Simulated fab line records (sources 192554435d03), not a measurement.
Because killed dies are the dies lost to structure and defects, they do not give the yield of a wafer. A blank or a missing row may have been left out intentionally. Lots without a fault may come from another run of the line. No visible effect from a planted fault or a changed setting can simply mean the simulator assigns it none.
Comparing a struck lot with a sound one | flow n5 finfet | 12 steps out of a route of 1938
Sound: wafers L520.1, L520.2, L520.4. Wafers L523.2, L523.5, L523.6 were the ones struck. The cause is named last.
Per side, at each step with rows, come the tool, then ch with its chambers, and then its first start. Under that, the readings that differ: sound wafers | struck wafers | difference of the means | sigmas: that difference in standard deviations of wafers without a fault.
alike: same words and numbers on both sides, and readings whose means sit less than 2 such deviations apart. not compared: any withheld reading, any reading some wafer has no value for, any bound like >300 that may hide the same value, and any number with overlapping values for which the record gives no deviation.
The two part at a step that has a row with sigmas, a row that says differs or no value, or rows on one side only. When numbers do not overlap yet have no deviation, they are printed without sigmas and do not part them. A reading missing from all wafers of one side parts the sides only when that side holds two or more wafers.

first, 9 steps without rows for these wafers: N5_FIN_SAQP_EXPOSE_13 (exposes mask FIN CORE, target cd 35.6 nm); N5_FIN_SAQP_PEB_14 (peb time 60 s); N5_FIN_SAQP_DEVELOP_15 (develop time 30 s); N5_FIN_SAQP_DESCUM_21 (chemistry O2, time 7.9 s); N5_FIN_SAQP_ETCH_51 (etches SiARC in CF4, target depth 45.5 nm, time 75.8 s); N5_FIN_SAQP_ETCH_52 (etches SOC in N2/H2, target depth 100 nm, overetch 20 nm, time 150 s); N5_FIN_SAQP_STRIP_53 (strips in N2/H2); N5_FIN_SAQP_HM_OPEN_73 (chemistry CHF3/O2, target SiO2, stops on a-Si, target depth 12 nm, time 16.8 s); N5_FIN_SAQP_STRIP_74 (strips in CHF3/O2).
N5_FIN_SAQP_MANDREL_ETCH_22: etches a-Si in HBr/Cl2, stops on SiNx, target depth 60 nm, bt time 10 s, time 30 s.
  sound on rie si-03 ch 1,2,3, day 4 23:17; struck on rie si-03 ch 0,3, day 5 17:24
  reading                                   | sound             | struck            | difference | sigmas
  model.SOC_of_FIN_SAQP_COAT_49.thk nm (nm) | 75.65 76.21 75.72 | 80.73 80.95 81.06 | +5.05      |
  alike: chamber pressure mTorr, drypump motor current A, oes product au, throttle valve pct
  not compared: rf hours counter h
then, 1 step without rows for these wafers: N5_FIN_SAQP_STRIP_55 (strips in N2/H2).
-- the record jumps here: 6 days lie between the struck wafers' starts before and after (it left off in module FIN_SAQP and takes up again in module BEOL_M4, whose first step shown is number 1111 of the route) --
N5_BEOL_M4_RC_MEAS_101:
  sound on prober-01 ch 0, day 11 17:09; struck on prober-01 ch 0, day 11 23:26
  reading        | sound                | struck               | difference | sigmas
  IOFF_P (nA/um) | 0.24 0.25 0.28       | 0.19 0.18 0.15       | -0.08      | -2
  ION_N (uA/um)  | 684 697 693          | 672 661 664          | -26        | -2
  VT_P (mV)      | -249.3 -247.6 -246.7 | -253.4 -254.1 -255.7 | -6.5       | -2
  alike: DIBL_N, DIBL_P, IOFF_N, ION_P, SS_N, SS_P, VT_N

## WHERE THEY PART
At N5_BEOL_M4_RC_MEAS_101 and nowhere else, as far as this record goes.

WHY: whatever the simulator had introduced
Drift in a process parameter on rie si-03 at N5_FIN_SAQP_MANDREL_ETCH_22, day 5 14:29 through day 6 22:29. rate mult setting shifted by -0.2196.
